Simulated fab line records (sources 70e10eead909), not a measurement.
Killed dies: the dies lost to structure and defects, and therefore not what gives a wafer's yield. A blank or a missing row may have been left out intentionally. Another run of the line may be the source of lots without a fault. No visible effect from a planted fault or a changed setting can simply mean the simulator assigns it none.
Chamber matching / flow nand-harc / rie-diel-13 running NHARC_A_CONTACT_ETCH_90: 4 sister chambers
The step etches the open film in CH3F/O2, target depth 40 nm, time 85.7 s. 4 wafers are shown with their chamber, then 12 later ones without.

## WAFERS PAIRED WITH THEIR CHAMBERS
wafer=L087.3; chamber=0; showerhead-plenum-p-Torr (Torr)=2.60
wafer=L087.4; chamber=2; showerhead-plenum-p-Torr (Torr)=2.32
wafer=L091.4; chamber=1; showerhead-plenum-p-Torr (Torr)=2.29
wafer=L091.5; chamber=3; showerhead-plenum-p-Torr (Torr)=2.32

## WAFERS WITHOUT THEIR CHAMBER
wafer=L092.3; showerhead-plenum-p-Torr (Torr)=2.33
wafer=L092.4; showerhead-plenum-p-Torr (Torr)=2.60
wafer=L092.5; showerhead-plenum-p-Torr (Torr)=2.29
wafer=L094.1; showerhead-plenum-p-Torr (Torr)=2.32
wafer=L094.3; showerhead-plenum-p-Torr (Torr)=2.29
wafer=L094.6; showerhead-plenum-p-Torr (Torr)=2.32
wafer=L097.1; showerhead-plenum-p-Torr (Torr)=2.29
wafer=L097.3; showerhead-plenum-p-Torr (Torr)=2.32
wafer=L097.5; showerhead-plenum-p-Torr (Torr)=2.29
wafer=L096.2; showerhead-plenum-p-Torr (Torr)=2.32
wafer=L096.4; showerhead-plenum-p-Torr (Torr)=2.32
wafer=L096.5; showerhead-plenum-p-Torr (Torr)=2.59

## CHAMBER TAKEN BY EACH
wafer=L092.3; from the rows above=can't be placed: 2 or 3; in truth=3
wafer=L092.4; from the rows above=0; in truth=0
wafer=L092.5; from the rows above=1; in truth=1
wafer=L094.1; from the rows above=can't be placed: 2 or 3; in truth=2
wafer=L094.3; from the rows above=1; in truth=1
wafer=L094.6; from the rows above=can't be placed: 2 or 3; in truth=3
wafer=L097.1; from the rows above=1; in truth=1
wafer=L097.3; from the rows above=can't be placed: 2 or 3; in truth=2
wafer=L097.5; from the rows above=1; in truth=1
wafer=L096.2; from the rows above=can't be placed: 2 or 3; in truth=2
wafer=L096.4; from the rows above=can't be placed: 2 or 3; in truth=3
wafer=L096.5; from the rows above=0; in truth=0
Correctly placed: 6 of 12. Can't be placed from these rows: 6 (the true chamber is among the candidates in 6). Wrongly placed: 0.
How it was worked out, from the rows above alone: a wafer's distance from a chamber is the root of the sum, over the readings, of the square of ((its reading less the chamber's mean) divided by the reading's scatter). The wafer belongs to the nearest chamber; if the next one is less than 2 further off, it can't be placed. Each chamber's mean is taken over the wafers shown for it. The scatter: with one shown wafer a chamber, the root of the mean of the squares of how far each hidden wafer lies from its nearest shown one.
